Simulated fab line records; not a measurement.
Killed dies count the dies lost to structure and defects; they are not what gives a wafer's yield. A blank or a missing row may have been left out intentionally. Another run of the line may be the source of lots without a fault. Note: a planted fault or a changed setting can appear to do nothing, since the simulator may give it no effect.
Chamber matching    flow n5 finfet    N5_BEOL_M2_ETCH_77 on rie diel-03 has 4 sister chambers
The step etches underlayer in N2/H2, target depth 6.5 nm, time 5.2 s. 4 wafers are shown with their chamber, then 7 later ones without.

== WAFERS, EACH WITH ITS CHAMBER ==
wafer   chamber  showerhead plenum p Torr (Torr)
L088.6  1        2.66
L089.4  0        2.47
L092.2  2        2.62
L092.3  3        2.43

== WAFERS WITHOUT THEIR CHAMBER ==
wafer   showerhead plenum p Torr (Torr)
L092.6  2.47
L093.1  2.65
L093.2  2.62
L093.6  2.47
L097.4  2.43
L097.5  2.47
L097.6  2.65

== WHICH CHAMBER EACH ONE RAN IN ==
wafer   from the rows above  in truth
L092.6  0                    0
L093.1  1                    1
L093.2  2                    2
L093.6  0                    0
L097.4  3                    3
L097.5  0                    0
L097.6  1                    1
Correctly placed: 7 of 7. Number that these rows cannot place: 0. Placed wrongly: 0.
How it was worked out, from the rows above alone: a wafer's distance from a chamber is the root of the sum, over the readings, of the square of ((its reading less the chamber's mean) divided by the reading's scatter). If the next closest chamber is less than 2 further off than the closest, the wafer can't be placed; otherwise it belongs to the closest. The mean given for a chamber averages the wafers shown for that chamber. The scatter: root of mean squared gap, hidden wafer to nearest shown wafer, with one shown wafer a chamber.
